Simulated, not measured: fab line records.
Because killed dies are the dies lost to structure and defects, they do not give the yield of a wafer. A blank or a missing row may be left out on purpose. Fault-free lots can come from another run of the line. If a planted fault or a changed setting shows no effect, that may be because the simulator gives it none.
Problem report, 8D (eight disciplines) form, completed by code :: flow nandHarc :: the parts of the form that need people (team, actions taken, sign-off) are left out

1. PROBLEM STATEMENT
Wafers without a fault read 0.8, standard deviation 1.1; killedAtOther at NHARC_END_SORT_01 reads a mean of 598.8 on 6 wafers belonging to 2 lots. That is +99 or more standard deviations from the usual mean.
First seen on wafer L275.1, day 31 13:25, on prober-01. The record has a number at this step for 9 wafers belonging to 3 lots. By rule, "out" or "out of limits" means more than 4 standard deviations away from the usual mean. The rest of the wafers with a number are treated as sound.

2. WHAT IT IS, WHAT IT ISN'T
question: which readings at this step
is: killedAtOther, defectLimitedYield, killedDies, sort_bin_2_pct, sortNPass, sortRimYieldPct, sortYieldPct
is not: killedAtPeriphery, killedOpen, killedShort

question: which lots
is: L275, L278
is not: L276

question: which wafers of those lots
is: all that have a number
is not: -

question: read on which gauges
is: prober-01
is not: prober-02

question: when
is: from day 31 13:25
is not: up to then (0 sound wafers); but 3 sound wafers of L276 came after

3. THE SUSPECTS, EACH WITH WHAT RULES IT OUT
Counting: a tool at any process step up to the reading remains a suspect when it ran all the lots that are out and ran no sound lot after the first of those.
- the gauge at NHARC_END_SORT_01: kept. All the wafers that are out were read on prober-01, and no step on other tools shows them out.
- rieDiel-06 at NHARC_A_BONDPAD_ETCH_12 (etches the open film in CHF3/O2, target depth 220 nm, time 110 s): kept. Every lot that is out went through it, starting with L275 (day 30 19:09), and after that it ran no sound lot; the last sound lot it ran before then is L276 (day 30 19:09). NHARC_A_BONDPAD_ETCH_12: start missing for some lots; hours and lot order therefore follow NHARC_HYBRID_BOND_OVL_MEAS_05.
- pvdSputter-03 at NHARC_THIN_TSV_PVD_24 (deposits Al, target thk 800 nm): kept. It ran every lot that is out, first L275 (day 31 04:08), and no sound lot after that.
rieDiel-06 at NHARC_A_BONDPAD_ETCH_12, pvdSputter-03 at NHARC_THIN_TSV_PVD_24 and prober-01 at NHARC_END_SORT_01 are what is left after counting.

4. THE CAUSE (what the simulator had put in)
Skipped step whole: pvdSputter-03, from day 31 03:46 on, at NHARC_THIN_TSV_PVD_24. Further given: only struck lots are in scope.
After counting, 3 suspects remain, this tool included.

5. THE EFFECT CHAIN, in route order
Each row: a reading where the mean over the struck wafers with a number is more than 3 standard deviations away from the usual. Only readings whose record carries a usual standard deviation are examined. hours: median over the lots of the time between each lot's start at the first step of this table that gives one and its start at this step. sigmas: the change, counted in usual standard deviations.
hours: 0
step: NHARC_END_SORT_01
reading: defectLimitedYield
usual: 91.4 %
on struck wafers: 0.0
change: -91.4
sigmas: -34

hours: 0
step: NHARC_END_SORT_01
reading: killedAtOther
usual: 0.8
on struck wafers: 598.8
change: +598.0
sigmas: +99 or more

hours: 0
step: NHARC_END_SORT_01
reading: killedDies
usual: 58
on struck wafers: 677
change: +619
sigmas: +34

hours: 0
step: NHARC_END_SORT_01
reading: sort_bin_2_pct
usual: 3.0 %
on struck wafers: 92.6
change: +89.6
sigmas: +75

hours: 0
step: NHARC_END_SORT_01
reading: sortNPass
usual: 619
on struck wafers: 0
change: -619
sigmas: -34

hours: 0
step: NHARC_END_SORT_01
reading: sortRimYieldPct
usual: 91 %
on struck wafers: 0
change: -91
sigmas: -22

hours: 0
step: NHARC_END_SORT_01
reading: sortYieldPct
usual: 91.4 %
on struck wafers: 0.0
change: -91.4
sigmas: -34

6. HOW IT WOULD HAVE BEEN CAUGHT EARLIER
10 hours passed between the start of the fault at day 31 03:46 and the first reading out of limits at a measuring or inspecting step in this record, taken at day 31 13:25.
Lots out: 2; of these, L278 started NHARC_THIN_TSV_PVD_24 on pvdSputter-03 after day 31 13:25. Had the tool been put on hold then, it would have been spared.
